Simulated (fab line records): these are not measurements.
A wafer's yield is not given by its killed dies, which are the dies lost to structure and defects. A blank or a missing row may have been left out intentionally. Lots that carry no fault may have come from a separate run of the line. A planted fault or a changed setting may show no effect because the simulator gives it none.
fab line records + flow n5Finfet
record:
- lots: 7
- wafers: 19
- lastDay: 17
route steps=1938 shown BEOL_M11@1541 PASSIVATION@1936
lots that met no fault: from a run of the same line without faults
startH: hours from the record's first day to the start of the lot's first wafer shown + waitH: hours since the lot's step before + " unchanged from the row above + L1.1+2: one row covering several wafers at once + - no value, or no start was given + * or withheld: withheld + < > ~ a bound
route shown NAME@n: names a module that has steps shown in the file, with the first one's number in the route + usual: the fault-free wafers' mean and standard deviation + same: alike in all rows + chamber/n: place in a boat + sites: the reading at each site + _std_site: the values' standard deviation + _edge_site: the outer-site mean with the inner-site mean subtracted + radiusMm: how far each site lies from the wafer's centre + mask NAME#n: copy n + behind: the last tool/chamber to shape the wafer + hold: the reason the lot was held/the length of the hold in hours/how it ended + device: the n, p or np transistor that did not switch + end of line: tests of these same wafers at the route's end + a step given without rows: its recipe and nothing more + killed: count of dies lost to structure and defects at first sort (not the wafer's yield) + map: a wafer's dies, marking killed ones x, the rest . and places with no die _
set.NAME: the setting that was run; set.NAME@STEP: the one run at that earlier step + model.NAME: the simulator's own value behind a step, which no gauge read
lots at some steps of the route; a table a step, a row a wafer
services: when a tool's chamber went out of use (startH, in hours from the record's first day, below 0 if earlier), for how many hours, and the reason
== steps ==
step: N5_BEOL_M11_COAT_59
recipe:
- resist: SOC
- tempC: 250
- timeS: 60
- spinRpm: 1500
- resistThkNm: 100
step: N5_BEOL_M11_COAT_60
recipe:
- resist: SiARC
- tempC: 220
- timeS: 60
- spinRpm: 1500
- resistThkNm: 30
step: N5_BEOL_M11_COAT_05
recipe:
- resist: CAR-ArF
- spinRpm: 1500
- resistThkNm: 90
step: N5_BEOL_M11_EBR_07
recipe:
- solvent: PGMEA
- ebrWidthMm: 1.5
step: N5_BEOL_M11_SOFTBAKE_06
recipe:
- tempC: 110
- timeS: 60
- resist: CAR-ArF
step: N5_BEOL_M11_EXPOSE_08
recipe:
- maskId: M11
- na: 1.35
- sourceShape: dipole
- sigmaInner: 0.411
- sigmaOuter: 0.611
- polarization: te
- doseMj: 53.75
step: N5_BEOL_M11_PEB_09
recipe:
- pebTempC: withheld
- pebTimeS: 60
- resist: CAR-ArF
step: N5_BEOL_M11_DEVELOP_10
recipe:
- developTimeS: 30
- developer: TMAH
- resist: CAR-ArF
- rinseLiquid: diw
- dry: airSpin
- devTempC: 23
step: N5_BEOL_M11_CD_MEAS_11
recipe:
- targetCdNm: 64.1
- landingEnergyEv: 500
- detector: seInlens
- polarity: opening
usual:
- cdNm: 63.9/0.4
| lot.wafer | tool     | chamber | startH | waitH | cdNm |
|-----------|----------|---------|--------|-------|------|
| L766.1    | cdSem-01 | 0       | 234.65 | -     | 64.0 |
| L766.3    | "        | 0       | "      | "     | 63.8 |
| L766.4    | "        | 0       | "      | "     | 63.7 |
| L776.1    | cdSem-03 | 0       | 297.89 | -     | 64.0 |
| L776.4    | "        | 0       | "      | "     | 64.5 |
| L776.5    | "        | 0       | "      | "     | 64.4 |
| L777.2    | cdSem-02 | 0       | 300.88 | -     | 63.1 |
| L777.6    | "        | 0       | "      | "     | 63.5 |
| L781.4    | cdSem-03 | 0       | 321.99 | -     | 63.9 |
| L781.6    | "        | 0       | "      | "     | 63.7 |
| L782.3    | cdSem-01 | 0       | 341.75 | -     | 63.8 |
| L782.5    | "        | 0       | "      | "     | 64.2 |
| L782.6    | "        | 0       | "      | "     | 63.4 |
| L786.1    | cdSem-03 | 0       | 356.31 | -     | 63.8 |
| L786.3    | "        | 0       | "      | "     | 63.9 |
| L786.5    | "        | 0       | "      | "     | 64.1 |
| L787.1    | cdSem-03 | 0       | 359.73 | -     | 63.1 |
| L787.2    | "        | 0       | "      | "     | 63.8 |
| L787.3    | "        | 0       | "      | "     | 63.3 |
step: N5_BEOL_M11_OVL_MEAS_12
recipe:
- pointsPerWafer: 44
usual:
- M11_OVL: 0.2/0.77
| lot.wafer | tool       | chamber | startH | waitH | M11_OVL[nm] |
|-----------|------------|---------|--------|-------|-------------|
| L766.1    | overlay-01 | 0       | 234.68 | 0.0   | -1.4        |
| L766.3    | "          | 0       | "      | "     | 1.7         |
| L766.4    | "          | 0       | "      | "     | -1.4        |
| L776.1    | overlay-02 | 0       | 297.92 | 0.0   | 0.4         |
| L776.4    | "          | 0       | "      | "     | 1.9         |
| L776.5    | "          | 0       | "      | "     | 1.0         |
| L777.2    | overlay-01 | 0       | 300.91 | 0.0   | -0.5        |
| L777.6    | "          | 0       | "      | "     | -1.0        |
| L781.4    | overlay-01 | 0       | 322.02 | 0.0   | 0.5         |
| L781.6    | "          | 0       | "      | "     | 0.9         |
| L782.3    | overlay-01 | 0       | 341.78 | 0.0   | 0.7         |
| L782.5    | "          | 0       | "      | "     | 0.7         |
| L782.6    | "          | 0       | "      | "     | -0.4        |
| L786.1    | overlay-01 | 0       | 356.34 | 0.0   | 0.1         |
| L786.3    | "          | 0       | "      | "     | 0.1         |
| L786.5    | "          | 0       | "      | "     | 0.9         |
| L787.1    | overlay-01 | 0       | 359.76 | 0.0   | -0.1        |
| L787.2    | "          | 0       | "      | "     | 0.2         |
| L787.3    | "          | 0       | "      | "     | 0.2         |
step: N5_BEOL_M11_INSPECT_13
recipe:
- mode: adi
- inspectInstrument: brightfield
usual:
- rawDefectCount: 401/91
| lot.wafer | tool             | chamber | startH | waitH | rawDefectCount |
|-----------|------------------|---------|--------|-------|----------------|
| L766.1    | defectInspect-02 | -       | 234.70 | 0.0   | 488            |
| L766.3    | "                | -       | "      | "     | 250            |
| L766.4    | "                | -       | "      | "     | 503            |
| L776.1    | defectInspect-02 | -       | 297.94 | 0.0   | 241            |
| L776.4    | "                | -       | "      | "     | 310            |
| L776.5    | "                | -       | "      | "     | 288            |
| L777.2    | defectInspect-02 | -       | 300.94 | 0.0   | 372            |
| L777.6    | "                | -       | "      | "     | 474            |
| L781.4    | defectInspect-02 | -       | 322.04 | 0.0   | 377            |
| L781.6    | "                | -       | "      | "     | 408            |
| L782.3    | defectInspect-01 | -       | 341.80 | 0.0   | 452            |
| L782.5    | "                | -       | "      | "     | 374            |
| L782.6    | "                | -       | "      | "     | 392            |
| L786.1    | defectInspect-01 | -       | 356.36 | 0.0   | 381            |
| L786.3    | "                | -       | "      | "     | 329            |
| L786.5    | "                | -       | "      | "     | 437            |
| L787.1    | defectInspect-02 | -       | 359.78 | 0.0   | 287            |
| L787.2    | "                | -       | "      | "     | 381            |
| L787.3    | "                | -       | "      | "     | 350            |
step: N5_BEOL_M11_DESCUM_16
recipe:
- chemistry: O2
- timeS: 7.9
- sourcePowerW: 50
- biasPowerW: 20
- pressureMtorr: 20
- rfFrequencyHz: 2.712e+07
- tempC: 40
- resist: CAR-ArF
- o2FlowSccm: 225
usual:
- drypumpMotorCurrentA: 5.7/0.33
- o2FlowSccm: 225.0/0.7
- oesProductAu: 0.78/0.079
- rfVppV: 241.9/1.7
- showerheadPlenumPTorr: 2.02/0.093
- throttleValvePct: 20.30/0.17
| lot.wafer | tool       | chamber | startH | waitH | drypumpMotorCurrentA | o2FlowSccm | oesProductAu | rfHoursCounterH | rfVppV | showerheadPlenumPTorr | throttleValvePct |
|-----------|------------|---------|--------|-------|----------------------|------------|--------------|-----------------|--------|-----------------------|------------------|
| L766.1    | rieDiel-04 | 3       | 234.73 | 0.0   | 6.0                  | 223.7      | 0.76         | 143             | 242.8  | 2.02                  | 20.20            |
| L766.3    | "          | 1       | "      | "     | 5.1                  | 225.3      | 0.69         | 233             | 242.4  | 1.98                  | 20.78            |
| L766.4    | "          | 1       | "      | "     | 5.1                  | 225.7      | 0.70         | -               | 240.7  | 1.98                  | 20.78            |
| L776.1    | rieDiel-04 | 3       | 297.98 | 0.0   | 6.0                  | 224.4      | 0.74         | 167             | 242.2  | 2.01                  | 20.25            |
| L776.4    | "          | 3       | "      | "     | 6.0                  | 224.4      | 0.74         | -               | 241.4  | 2.01                  | 20.25            |
| L776.5    | "          | 0       | "      | "     | 5.2                  | 226.0      | 0.93         | -               | 242.5  | 2.05                  | 20.04            |
| L777.2    | rieDiel-04 | 2       | 301.32 | 0.4   | 5.8                  | 224.0      | 0.72         | 183             | 241.2  | 1.91                  | 20.36            |
| L777.6    | "          | 3       | "      | "     | 6.0                  | 226.5      | 0.74         | -               | 241.1  | 2.01                  | 20.26            |
| L781.4    | rieDiel-04 | 3       | 322.07 | 0.0   | 6.0                  | 225.3      | 0.73         | 174             | 241.9  | 2.00                  | 20.25            |
| L781.6    | "          | 2       | "      | "     | 5.8                  | 224.5      | 0.70         | -               | 240.3  | 1.91                  | 20.37            |
| L782.3    | rieDiel-04 | 3       | 341.83 | 0.0   | 6.0                  | 224.3      | 0.73         | 180             | 241.4  | 2.00                  | 20.25            |
| L782.5    | "          | 1       | "      | "     | 5.1                  | 221.7      | 0.96         | -               | 246.3  | 2.24                  | 20.40            |
| L782.6    | "          | 0       | "      | "     | 5.2                  | 226.2      | 0.90         | -               | 242.5  | 2.05                  | 20.04            |
| L786.1    | rieDiel-03 | 0       | 356.40 | 0.0   | 5.4                  | 225.0      | 0.74         | 187             | 241.8  | 1.92                  | 20.53            |
| L786.3    | "          | 2       | "      | "     | 5.4                  | 224.6      | 0.73         | 182             | 241.2  | 1.92                  | 20.34            |
| L786.5    | "          | 2       | "      | "     | 5.4                  | 224.9      | 0.74         | -               | 240.4  | 1.92                  | 20.33            |
| L787.1    | rieDiel-03 | 2       | 360.31 | 0.5   | 5.4                  | 225.7      | 0.74         | 183             | 239.5  | 1.92                  | 20.34            |
| L787.2    | "          | 0       | "      | "     | 5.5                  | 225.5      | 0.72         | 188             | 240.3  | 1.91                  | 20.54            |
| L787.3    | "          | 1       | "      | "     | 6.1                  | 224.6      | 0.83         | 89              | 243.1  | 2.04                  | 20.37            |
step: N5_BEOL_M11_ETCH_61
recipe:
- chemistry: CF4
- target: SiARC
- targetDepthA: 390
- maskMaterial: CAR-ArF
- timeS: 65
- ionEnergyEv: 80
- pressureMtorr: 40
- sourceW: 545
- biasW: 36
- Ar_flow_sccm: 100
- cf4FlowSccm: 100
- ends: cleared
usual:
- drypumpMotorCurrentA: 5.6/0.33
- etchRfOnTimeS: 64.9/1.1
- oesProductAu: 0.67/0.069
- rfVppV: 183.2/1.3
- showerheadPlenumPTorr: 2.07/0.086
- throttleValvePct: 15.48/0.21
| lot.wafer | tool       | chamber | startH | waitH | drypumpMotorCurrentA | etchRfOnTimeS | oesProductAu | rfHoursCounterH | rfVppV | showerheadPlenumPTorr | throttleValvePct |
|-----------|------------|---------|--------|-------|----------------------|---------------|--------------|-----------------|--------|-----------------------|------------------|
| L766.1    | rieDiel-04 | 3       | 234.77 | 0.0   | 6.1                  | 65.3          | 0.65         | 143             | 183.6  | 2.06                  | 15.37            |
| L766.3    | "          | 1       | "      | "     | 5.1                  | 66.4          | 0.60         | 233             | 183.8  | 2.03                  | 15.96            |
| L766.4    | "          | 1       | "      | "     | 5.1                  | 65.6          | 0.60         | -               | 182.6  | 2.03                  | 15.96            |
| L776.1    | rieDiel-04 | 3       | 298.01 | 0.0   | 6.0                  | 64.8          | 0.64         | 167             | 182.5  | 2.05                  | 15.42            |
| L776.4    | "          | 3       | "      | "     | 6.0                  | 65.5          | 0.63         | -               | 182.3  | 2.05                  | 15.44            |
| L776.5    | "          | 0       | "      | "     | 5.2                  | 63.8          | 0.80         | -               | 183.4  | 2.10                  | 15.13            |
| L777.2    | rieDiel-04 | 2       | 301.36 | 0.0   | 5.8                  | 50.9          | 0.72         | 183             | 181.5  | 1.97                  | 15.60            |
| L777.6    | "          | 3       | "      | "     | 6.0                  | 50.9          | 0.73         | -               | 183.9  | 2.05                  | 15.43            |
| L781.4    | rieDiel-04 | 3       | 322.11 | 0.0   | 6.1                  | 65.6          | 0.62         | 174             | 182.9  | 2.05                  | 15.43            |
| L781.6    | "          | 2       | "      | "     | 5.8                  | 50.4          | 0.71         | -               | 182.8  | 1.97                  | 15.60            |
| L782.3    | rieDiel-04 | 3       | 341.87 | 0.0   | 6.0                  | 65.9          | 0.62         | 180             | 183.7  | 2.05                  | 15.45            |
| L782.5    | "          | 1       | "      | "     | 5.1                  | 63.5          | 0.83         | -               | 185.2  | 2.28                  | 15.50            |
| L782.6    | "          | 0       | "      | "     | 5.2                  | 49.4          | 0.91         | -               | 184.2  | 2.09                  | 15.18            |
| L786.1    | rieDiel-03 | 0       | 356.43 | 0.0   | 5.4                  | 66.2          | 0.62         | 187             | 181.7  | 1.97                  | 15.76            |
| L786.3    | "          | 2       | "      | "     | 5.4                  | 65.3          | 0.62         | 182             | 182.0  | 1.97                  | 15.54            |
| L786.5    | "          | 2       | "      | "     | 5.4                  | 65.6          | 0.63         | -               | 180.5  | 1.97                  | 15.53            |
| L787.1    | rieDiel-03 | 2       | 360.34 | 0.0   | 5.4                  | 65.1          | 0.62         | 183             | 181.1  | 1.97                  | 15.53            |
| L787.2    | "          | 0       | "      | "     | 5.4                  | 66.4          | 0.62         | 188             | 183.0  | 1.97                  | 15.77            |
| L787.3    | "          | 1       | "      | "     | 6.1                  | 63.4          | 0.71         | 89              | 182.8  | 2.07                  | 15.43            |
step: N5_BEOL_M11_ETCH_62
recipe:
- chemistry: N2/H2
- target: SOC
- targetDepthA: 1100
- overetchA: 220
- maskMaterial: SiARC
- tempC: 40
- timeS: 165
- ionEnergyEv: 200
- pressureMtorr: 30
- sourceW: 840
- biasW: 150
- n2FlowSccm: 200
- h2FlowSccm: 200
usual:
- drypumpMotorCurrentA: 5.7/0.33
- oesProductAu: 0.66/0.064
- rfVppV: 521.3/3
- showerheadPlenumPTorr: 2.45/0.11
- throttleValvePct: 17.69/0.18
| lot.wafer | tool       | chamber | startH | waitH | drypumpMotorCurrentA | oesProductAu | rfHoursCounterH | rfVppV | showerheadPlenumPTorr | throttleValvePct |
|-----------|------------|---------|--------|-------|----------------------|--------------|-----------------|--------|-----------------------|------------------|
| L766.1    | rieDiel-04 | 3       | 234.82 | 0.0   | 6.0                  | 0.64         | 143             | 521.2  | 2.45                  | 17.67            |
| L766.3    | "          | 1       | "      | "     | 5.1                  | 0.60         | 233             | 519.9  | 2.41                  | 18.23            |
| L766.4    | "          | 1       | "      | "     | 5.1                  | 0.60         | -               | 520.1  | 2.41                  | 18.24            |
| L776.1    | rieDiel-04 | 3       | 298.06 | 0.0   | 6.0                  | 0.64         | 167             | 522.3  | 2.44                  | 17.67            |
| L776.4    | "          | 3       | "      | "     | 6.0                  | 0.63         | -               | 520.9  | 2.44                  | 17.70            |
| L776.5    | "          | 0       | "      | "     | 5.2                  | 0.79         | -               | 522.9  | 2.49                  | 17.45            |
| L777.2    | rieDiel-04 | 2       | 301.41 | 0.0   | 5.8                  | 0.62         | 183             | 517.5  | 2.31                  | 17.67            |
| L777.6    | "          | 3       | "      | "     | 6.0                  | 0.63         | -               | 519.9  | 2.44                  | 17.67            |
| L781.4    | rieDiel-04 | 3       | 322.16 | 0.0   | 6.0                  | 0.63         | 174             | 521.6  | 2.43                  | 17.70            |
| L781.6    | "          | 2       | "      | "     | 5.8                  | 0.61         | -               | 517.9  | 2.31                  | 17.67            |
| L782.3    | rieDiel-04 | 3       | 341.92 | 0.0   | 6.0                  | 0.62         | 180             | 521.0  | 2.43                  | 17.72            |
| L782.5    | "          | 1       | "      | "     | 5.1                  | 0.80         | -               | 528.0  | 2.72                  | 17.82            |
| L782.6    | "          | 0       | "      | "     | 5.2                  | 0.76         | -               | 521.4  | 2.49                  | 17.49            |
| L786.1    | rieDiel-03 | 0       | 356.48 | 0.0   | 5.5                  | 0.62         | 187             | 517.6  | 2.32                  | 17.97            |
| L786.3    | "          | 2       | "      | "     | 5.4                  | 0.62         | 182             | 517.4  | 2.33                  | 17.74            |
| L786.5    | "          | 2       | "      | "     | 5.4                  | 0.63         | -               | 518.9  | 2.33                  | 17.73            |
| L787.1    | rieDiel-03 | 2       | 360.39 | 0.0   | 5.4                  | 0.63         | 183             | 517.0  | 2.33                  | 17.74            |
| L787.2    | "          | 0       | "      | "     | 5.5                  | 0.61         | 188             | 518.3  | 2.32                  | 17.97            |
| L787.3    | "          | 1       | "      | "     | 6.1                  | 0.69         | 89              | 521.1  | 2.47                  | 17.75            |
step: N5_PASSIVATION_PROBE_49
usual:
- defectLimitedYield: 91.1/1.5
- killed_at_M0_to_M3: 36/11
- killed_at_M4_up: 13/5
- killedAtContacts: 13/5
- killedAtFrontEnd: 40/12
- killedAtOther: 3.3/2.3
- killedDies: 106/17
- killedOpen: 70/13
- killedShort: 34/7.6
- sort_bin_5_function: 5.3/0.96
- sort_bin_6_memory: 3.3/0.66
- sortNPass: 1074/17
- sortYieldPct: 91.1/1.5
same:
- grossDies: 1180
- killedAtBackSide: 0
- sort_bin_4_leakage[%]: 0
- sort_bin_8_speed[%]: 0
| lot.wafer | tool      | chamber | startH | waitH | defectLimitedYield[%] | killed_at_M0_to_M3 | killed_at_M4_up | killedAtContacts | killedAtFrontEnd | killedAtOther | killedDies | killedOpen | killedShort | sort_bin_5_function[%] | sort_bin_6_memory[%] | sortNPass | sortYieldPct[%] |
|-----------|-----------|---------|--------|-------|-----------------------|--------------------|-----------------|------------------|------------------|---------------|------------|------------|-------------|------------------------|----------------------|-----------|-----------------|
| L766.1    | prober-02 | -       | 283.28 | 0.0   | 91.1                  | 42                 | 3               | 16               | 38               | 6             | 105        | 67         | 38          | 5.3                    | 3.6                  | 1075      | 91.1            |
| L766.3    | prober-02 | -       | 283.38 | 0.1   | 91.6                  | 23                 | 13              | 17               | 44               | 2             | 99         | 72         | 26          | 5.0                    | 3.2                  | 1081      | 91.6            |
| L766.4    | prober-02 | -       | 283.43 | 0.2   | 89.9                  | 23                 | 12              | 10               | 71               | 3             | 119        | 79         | 37          | 6.7                    | 3.3                  | 1061      | 89.9            |
| L777.2    | prober-02 | -       | 346.74 | 0.1   | 91.5                  | 28                 | 6               | 16               | 47               | 3             | 100        | 66         | 34          | 5.3                    | 2.9                  | 1080      | 91.5            |
| L777.6    | prober-02 | -       | 346.94 | 0.3   | 90.5                  | 25                 | 14              | 11               | 60               | 2             | 112        | 79         | 33          | 5.7                    | 3.6                  | 1068      | 90.5            |
| L781.4    | prober-02 | -       | 375.61 | 0.2   | 91.9                  | 22                 | 14              | 15               | 43               | 1             | 95         | 62         | 32          | 5.1                    | 2.8                  | 1085      | 91.9            |
| L782.3    | prober-02 | -       | 395.63 | 0.1   | 89.5                  | 41                 | 13              | 13               | 48               | 9             | 124        | 89         | 35          | 6.4                    | 3.6                  | 1056      | 89.5            |
| L782.5    | prober-02 | -       | 395.73 | 0.2   | 90.3                  | 39                 | 16              | 9                | 48               | 2             | 114        | 71         | 38          | 5.7                    | 3.5                  | 1066      | 90.3            |
| L782.6    | prober-02 | -       | 395.78 | 0.3   | 88.6                  | 33                 | 22              | 15               | 59               | 6             | 135        | 87         | 41          | 6.7                    | 3.9                  | 1045      | 88.6            |
| L787.1    | prober-01 | -       | 408.73 | 0.0   | 91.6                  | 38                 | 11              | 7                | 37               | 6             | 99         | 63         | 35          | 4.9                    | 3.4                  | 1081      | 91.6            |
| L787.2    | prober-01 | -       | 408.78 | 0.1   | 91.4                  | 34                 | 17              | 15               | 36               | 0             | 102        | 73         | 28          | 4.5                    | 4.1                  | 1078      | 91.4            |
| L787.3    | prober-01 | -       | 408.83 | 0.1   | 90.3                  | 34                 | 6               | 18               | 51               | 6             | 115        | 65         | 50          | 5.6                    | 3.9                  | 1065      | 90.3            |
killed by level:class
L766.1 BEOL_M0_SAQP:geometricParticle:open=19 MOL_CONTACT_COAG:geometricParticle:open=13 FIN_SAQP:geometricParticle:open=12 BEOL_M0_SAQP:geometricParticle:short=12 STI_FIN_REVEAL:geometricParticle:open=7 FIN_SAQP:geometricParticle:short=5 ILD0:geometricParticle:open=5 BEOL_M0:geometricParticle:short=4
L766.3 STI_FIN_REVEAL:geometricParticle:open=22 MOL_CONTACT_COAG:geometricParticle:open=15 BEOL_M0_SAQP:geometricParticle:short=7 BEOL_M4:geometricParticle:open=5 FIN_SAQP:geometricParticle:open=4 DUMMY_GATE:geometricParticle:open=4 GATE_CUT:geometricParticle:short=4 BEOL_M3:geometricParticle:open=4
L766.4 FIN_SAQP:geometricParticle:open=17 STI_FIN_REVEAL:geometricParticle:open=16 MOL_CONTACT_COAG:geometricParticle:open=10 GATE_CUT:geometricParticle:short=8 STARTING-WAFER:geometricParticle:short=7 BEOL_M4:geometricParticle:open=6 STARTING-WAFER:geometricParticle:open=5 ILD0:geometricParticle:open=5
L777.2 MOL_CONTACT_COAG:geometricParticle:open=12 FIN_SAQP:geometricParticle:open=10 BEOL_M0_SAQP:geometricParticle:short=9 BEOL_M2:geometricParticle:open=9 FIN_SAQP:geometricParticle:short=5 GATE_CUT:geometricParticle:short=5 BEOL_M0_SAQP:geometricParticle:open=5 MOL_CONTACT_COAG:geometricParticle:short=4
L777.6 FIN_SAQP:geometricParticle:open=28 BEOL_M2:geometricParticle:open=10 BEOL_M0_SAQP:geometricParticle:short=9 MOL_CONTACT_COAG:geometricParticle:open=8 FIN_SAQP:geometricParticle:short=7 STI_FIN_REVEAL:geometricParticle:open=5 DUMMY_GATE:geometricParticle:open=4 BEOL_M5:geometricParticle:open=4
L781.4 FIN_SAQP:geometricParticle:open=12 MOL_CONTACT_COAG:geometricParticle:open=11 FIN_SAQP:geometricParticle:short=8 BEOL_M2:geometricParticle:open=7 BEOL_M4:geometricParticle:open=6 STI_FIN_REVEAL:geometricParticle:open=5 GATE_CUT:geometricParticle:short=4 MOL_CONTACT_COAG:geometricParticle:short=4
L782.3 FIN_SAQP:geometricParticle:open=23 MOL_CONTACT_COAG:geometricParticle:open=12 BEOL_M0_SAQP:geometricParticle:short=11 BEOL_M3:geometricParticle:open=11 BEOL_M2:geometricParticle:open=8 FIN_SAQP:geometricParticle:short=7 DUMMY_GATE:geometricParticle:open=7 BEOL_M4:geometricParticle:open=5
L782.5 BEOL_M0_SAQP:geometricParticle:short=13 FIN_SAQP:geometricParticle:open=9 BEOL_M0_SAQP:geometricParticle:open=9 FIN_SAQP:geometricParticle:short=8 BEOL_M4:geometricParticle:open=8 STI_FIN_REVEAL:geometricParticle:open=7 DUMMY_GATE:geometricParticle:open=7 MOL_CONTACT_COAG:geometricParticle:open=7
L782.6 FIN_SAQP:geometricParticle:open=19 BEOL_M4:geometricParticle:open=14 STI_FIN_REVEAL:geometricParticle:open=10 FIN_SAQP:geometricParticle:short=9 MOL_CONTACT_COAG:geometricParticle:open=9 BEOL_M1:geometricParticle:open=9 BEOL_M0_SAQP:geometricParticle:short=6 MOL_CONTACT_COAG:geometricParticle:short=6
L787.1 FIN_SAQP:geometricParticle:open=11 BEOL_M1:geometricParticle:open=11 FIN_SAQP:geometricParticle:short=9 BEOL_M0_SAQP:geometricParticle:short=8 MOL_CONTACT_COAG:geometricParticle:open=6 STARTING-WAFER:geometricParticle:open=6 BEOL_M3:geometricParticle:short=5 BEOL_M2:geometricParticle:open=4
L787.2 FIN_SAQP:geometricParticle:short=13 MOL_CONTACT_COAG:geometricParticle:open=13 BEOL_M5:geometricParticle:open=9 DUMMY_GATE:geometricParticle:open=7 BEOL_M0_SAQP:geometricParticle:open=7 BEOL_M2:geometricParticle:open=7 FIN_SAQP:geometricParticle:open=6 BEOL_M1:geometricParticle:open=6
L787.3 FIN_SAQP:geometricParticle:short=21 MOL_CONTACT_COAG:geometricParticle:open=14 FIN_SAQP:geometricParticle:open=10 BEOL_M1:geometricParticle:open=7 BEOL_M0_SAQP:geometricParticle:short=7 BEOL_M0_SAQP:geometricParticle:open=5 BEOL_M3:geometricParticle:open=5 STI_FIN_REVEAL:geometricParticle:open=4
== services ==
| tool       | chamber | startH | hours | kind                         |
|------------|---------|--------|-------|------------------------------|
| rieDiel-03 | -       | 211.39 | 14.6  | pm                           |
| rieDiel-04 | 0       | 234.21 | -     | clean                        |
| rieDiel-04 | 0       | 234.21 | -     | consumableReplace:focusRing  |
| rieDiel-04 | 0       | 234.21 | 20.6  | scheduledDown                |
| rieDiel-04 | 0       | 234.21 | 20.6  | ventCycle                    |
| rieDiel-04 | -       | 254.83 | 0.1   | repair                       |
| rieDiel-04 | 1       | 281.16 | -     | clean                        |
| rieDiel-04 | 1       | 281.16 | -     | consumableReplace:focusRing  |
| rieDiel-04 | 1       | 281.16 | -     | consumableReplace:showerhead |
| rieDiel-04 | 1       | 281.16 | 22.7  | scheduledDown                |
| rieDiel-04 | 1       | 281.16 | 22.7  | ventCycle                    |
| rieDiel-03 | 1       | 285.68 | 6.9   | repair                       |
| rieDiel-03 | 3       | 353.36 | -     | clean                        |
| rieDiel-03 | 3       | 353.36 | -     | consumableReplace:focusRing  |
| rieDiel-03 | 3       | 353.36 | -     | consumableReplace:showerhead |
| rieDiel-03 | 3       | 353.36 | 18.9  | scheduledDown                |
| rieDiel-03 | 3       | 353.36 | 18.9  | ventCycle                    |
== key ==
firstSign:
- step: N5_BEOL_M11_ETCH_61
- reading: etchRfOnTimeS
- direction: down
- sigmas: 14
- usual: *
- struck: *
effect none on later readings
metAt N5_BEOL_M11_ETCH_61
struckWafers L777.2,L777.6,L781.6,L782.6
onsetBetween 298.01 301.36
fault:
- kind: processParameterDrift
- tool: rieDiel-04
- chamber: -
- onsetH: 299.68
- steps: N5_BEOL_M11_ETCH_61
- channel: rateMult
- offset: 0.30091
- shape: step
- endH: 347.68
- scope: struckWafersOnly
